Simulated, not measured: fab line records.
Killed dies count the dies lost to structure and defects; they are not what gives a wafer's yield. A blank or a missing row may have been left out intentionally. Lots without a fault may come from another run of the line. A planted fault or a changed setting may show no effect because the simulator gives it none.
Chamber matching	flow n5-finfet	4 sister chambers for N5_BEOL_M0_SAQP_SPACER2_ALD_26 on ald-sin-03
The step deposits SiO2, target thk 15 nm, pulse time 1 s, purge time 2 s. 8 wafers are shown with their chamber, then 8 later ones without.

== WAFERS WITH THEIR CHAMBER ==
wafer	chamber	heater-power-w (W)	chamber-pressure-Torr (Torr)
L087.2	3	479	1.997
L087.6	3	450	2.000
L088.5	1	419	2.001
L088.6	0	507	1.999
L090.1	1	413	2.001
L090.2	0	515	2.003
L090.6	2	439	1.998
L093.1	2	433	2.008

== WAFERS WITHOUT THEIR CHAMBER ==
wafer	heater-power-w (W)	chamber-pressure-Torr (Torr)
L093.3	527	1.997
L093.4	462	1.995
L095.2	412	2.001
L095.4	455	1.997
L095.5	441	2.007
L094.1	467	2.004
L094.3	416	2.004
L094.6	518	2.000

== EACH ONE'S CHAMBER ==
wafer	from the rows above	in truth
L093.3	0	0
L093.4	3	3
L095.2	can't be placed: 1 or 2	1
L095.4	can't be placed: 3 or 2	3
L095.5	can't be placed: 2 or 1 or 3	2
L094.1	can't be placed: 3 or 2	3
L094.3	can't be placed: 1 or 2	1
L094.6	0	0
Correctly placed: 3 of 8. Can't be placed from these rows: 5 (the true chamber is among the candidates in 5). Placed wrongly: 0.
How it was worked out, from the rows above alone: a wafer's distance from a chamber is the root of the sum, over the readings, of the square of ((its reading less the chamber's mean) divided by the reading's scatter). The wafer belongs to the nearest chamber; if the next one is less than 2 further off, it can't be placed. Each chamber's mean is taken over the wafers shown for it. The scatter is the square root of a quotient: the sum, over the shown wafers, of each reading's squared deviation from its chamber's mean, divided by wafers minus chambers.
